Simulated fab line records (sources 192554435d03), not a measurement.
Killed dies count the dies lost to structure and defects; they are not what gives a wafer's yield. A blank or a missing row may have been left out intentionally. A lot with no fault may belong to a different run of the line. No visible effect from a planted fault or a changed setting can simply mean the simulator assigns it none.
Code-filled problem report in 8D (eight disciplines) form + flow n5 finfet + the parts of the form that need people (team, actions taken, sign-off) are left out

## 1. WHAT WENT WRONG
killed_at_M4_up at N5_PASSIVATION_PROBE_49 reads a mean of 93 on 6 wafers of 2 lots; wafers without a fault read 13 with a standard deviation of 5.2. That puts it +15 standard deviations away from the usual mean.
First observed at day 16 12:55: wafer L789.1, on prober-01. At this step, 9 wafers from 3 lots have a number in the record. Rule for "out" (also "out of limits"): further than 4 standard deviations from the usual mean. The rest of the wafers with a number are treated as sound.

## 2. WHAT IT IS, AND WHAT IT ISN'T
| question                    | is                     | is not                                                                                                  |
|-----------------------------|------------------------|---------------------------------------------------------------------------------------------------------|
| which readings at this step | killed_at_M4_up        | killed_at_M0_to_M3, killed at contacts, killed at front end, killed at other, killed open, killed short |
| which lots                  | L789, L792             | L777                                                                                                    |
| which wafers of those lots  | all that have a number | -                                                                                                       |
| read on which tools         | prober-01, prober-02   | -                                                                                                       |
| when                        | from day 16 12:55      | up to then (3 sound wafers)                                                                             |

## 3. SUSPECTS, AND WHAT RULES EACH OUT
Counting: a tool stays on the suspect list if, at a process step up to the reading, it processed all lots that are out and no sound lot following the first of them.
- pvd sputter-01 at N5_BEOL_M15_PRE_CLEAN_42 (time 30 s): kept. It processed each lot that is out, first L789 at day 15 19:43, and no sound lot thereafter; up to then, the last sound lot it processed was L777 at day 12 02:50.
- rie diel-02 at N5_PASSIVATION_DESCUM_32 (chemistry O2, time 7.9 s): kept. It ran every lot that is out, first L789 (day 16 08:02), and no sound lot after that.
After counting, pvd sputter-01 at N5_BEOL_M15_PRE_CLEAN_42 and rie diel-02 at N5_PASSIVATION_DESCUM_32 remain.

## 4. THE CAUSE (what the simulator had put in)
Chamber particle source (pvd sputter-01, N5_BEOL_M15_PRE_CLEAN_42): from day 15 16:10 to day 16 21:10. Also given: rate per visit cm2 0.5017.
After counting, 2 suspects remain, this tool included.

## 5. SEQUENCE OF EFFECTS, ordered by route
One row per reading whose mean, taken over the struck wafers that have a number, lies over 3 standard deviations from the usual. Scope: only readings with a usual standard deviation given in the record; hours: median across lots of the time from each lot's start at the first step in this table that gives one to its start at this step; sigmas: change in usual standard deviations.
| hours | step                    | reading              | usual  | on struck wafers | change | sigmas |
|-------|-------------------------|----------------------|--------|------------------|--------|--------|
| 0     | N5_PASSIVATION_PROBE_49 | defect limited yield | 91.3 % | 84.9             | -6.4   | -4.9   |
| 0     | N5_PASSIVATION_PROBE_49 | killed_at_M4_up      | 13     | 93               | +80    | +15    |
| 0     | N5_PASSIVATION_PROBE_49 | killed dies          | 102    | 178              | +76    | +4.7   |
| 0     | N5_PASSIVATION_PROBE_49 | sort_bin_5_function  | 5.1 %  | 9.6              | +4.5   | +5.2   |
| 0     | N5_PASSIVATION_PROBE_49 | sort n pass          | 1078   | 1002             | -76    | -4.7   |
| 0     | N5_PASSIVATION_PROBE_49 | sort yield pct       | 91.3 % | 84.9             | -6.4   | -4.9   |
It contains these process steps:
- N5_PASSIVATION_PROBE_49

## 6. HOW IT WOULD HAVE BEEN CAUGHT EARLIER
21 hours passed between the start of the fault at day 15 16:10 and the first reading out of limits in this record, taken at day 16 12:55.
Of the tool readings at N5_BEOL_M15_PRE_CLEAN_42 for which the record gives a usual standard deviation, none was out on any struck wafer, so an alarm limit of 4 standard deviations on them would not have fired.
By day 16 12:55, every lot that is out (2) had started N5_BEOL_M15_PRE_CLEAN_42 on pvd sputter-01. Tool hold at that time: it would have spared none of them.
